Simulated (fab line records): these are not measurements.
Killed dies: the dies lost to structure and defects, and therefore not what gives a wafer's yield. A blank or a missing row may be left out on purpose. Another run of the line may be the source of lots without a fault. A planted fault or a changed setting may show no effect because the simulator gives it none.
Matching of chambers -- flow n5 finfet -- 4 sister chambers for N5_BEOL_M15_STRIP_36 on rie diel-04
The step strips in O2. 8 wafers are shown with their chamber, then 8 later ones without.

== WAFERS, EACH WITH ITS CHAMBER ==
wafer,chamber,throttle valve pct (%),showerhead plenum p Torr (Torr)
L078.4,2,16.42,2.14
L078.6,3,17.37,2.18
L079.2,2,16.39,2.14
L079.3,0,16.35,2.12
L079.4,3,17.39,2.18
L082.5,1,16.77,2.09
L082.6,0,16.35,2.11
L086.2,1,16.77,2.09

== WAFERS WHOSE CHAMBER IS MISSING ==
wafer,throttle valve pct (%),showerhead plenum p Torr (Torr)
L086.3,16.38,2.11
L086.6,16.79,2.09
L087.1,16.79,2.09
L087.5,16.46,2.13
L087.6,16.79,2.09
L097.2,16.91,2.17
L097.4,16.47,2.13
L097.5,16.79,2.09

== CHAMBER TAKEN BY EACH ==
wafer,from the rows above,in truth
L086.3,0,0
L086.6,1,1
L087.1,1,1
L087.5,2,2
L087.6,1,1
L097.2,1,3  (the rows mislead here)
L097.4,2,2
L097.5,1,1
Correct placement for 7 of the 8. Number that these rows cannot place: 0. Number placed wrongly: 1.
How it was worked out, from the rows above alone: a wafer's distance from a chamber is the root of the sum, over the readings, of the square of ((its reading less the chamber's mean) divided by the reading's scatter). If the next closest chamber is less than 2 further off than the closest, the wafer can't be placed; otherwise it belongs to the closest. A chamber's mean is the mean of its shown wafers. How the scatter is found: for the shown wafers, subtract from each reading the mean of its chamber, square and add these, divide the total by (wafers less chambers), then take the root.
